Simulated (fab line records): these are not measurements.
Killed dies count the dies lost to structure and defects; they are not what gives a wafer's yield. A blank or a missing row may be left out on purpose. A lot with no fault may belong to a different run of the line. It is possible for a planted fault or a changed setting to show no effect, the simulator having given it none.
Matching of chambers :: flow n5-finfet :: 3 sister chambers for N5_BEOL_M3_PRE_CLEAN_60 on cvd-co-02
The step time 15 s. 3 wafers are shown with their chamber, then 12 later ones without.

## WAFERS PAIRED WITH THEIR CHAMBERS
wafer: L089.2
chamber: 2
heater-power-w (W): 89

wafer: L089.4
chamber: 1
heater-power-w (W): 59

wafer: L089.6
chamber: 0
heater-power-w (W): 118

## WAFERS WHOSE CHAMBER IS MISSING
wafer: L091.1
heater-power-w (W): 121

wafer: L091.2
heater-power-w (W): 59

wafer: L091.4
heater-power-w (W): 90

wafer: L092.1
heater-power-w (W): 119

wafer: L092.3
heater-power-w (W): 57

wafer: L092.4
heater-power-w (W): 115

wafer: L095.1
heater-power-w (W): 89

wafer: L095.2
heater-power-w (W): 115

wafer: L095.4
heater-power-w (W): 115

wafer: L094.2
heater-power-w (W): 90

wafer: L094.3
heater-power-w (W): 59

wafer: L094.5
heater-power-w (W): 86

## WHICH CHAMBER EACH WENT THROUGH
wafer: L091.1
from the rows above: 0
in truth: 0

wafer: L091.2
from the rows above: 1
in truth: 1

wafer: L091.4
from the rows above: 2
in truth: 2

wafer: L092.1
from the rows above: 0
in truth: 0

wafer: L092.3
from the rows above: 1
in truth: 1

wafer: L092.4
from the rows above: 0
in truth: 0

wafer: L095.1
from the rows above: 2
in truth: 2

wafer: L095.2
from the rows above: 0
in truth: 0

wafer: L095.4
from the rows above: 0
in truth: 0

wafer: L094.2
from the rows above: 2
in truth: 2

wafer: L094.3
from the rows above: 1
in truth: 1

wafer: L094.5
from the rows above: 2
in truth: 2
Placed correctly: 12 of 12. Left unplaced by these rows: 0. Placed wrongly: 0.
How it was worked out, from the rows above alone: a wafer's distance from a chamber is the root of the sum, over the readings, of the square of ((its reading less the chamber's mean) divided by the reading's scatter). If the next closest chamber is less than 2 further off than the closest, the wafer can't be placed; otherwise it belongs to the closest. The mean given for a chamber averages the wafers shown for that chamber. The scatter: root of mean squared gap, hidden wafer to nearest shown wafer, with one shown wafer a chamber.
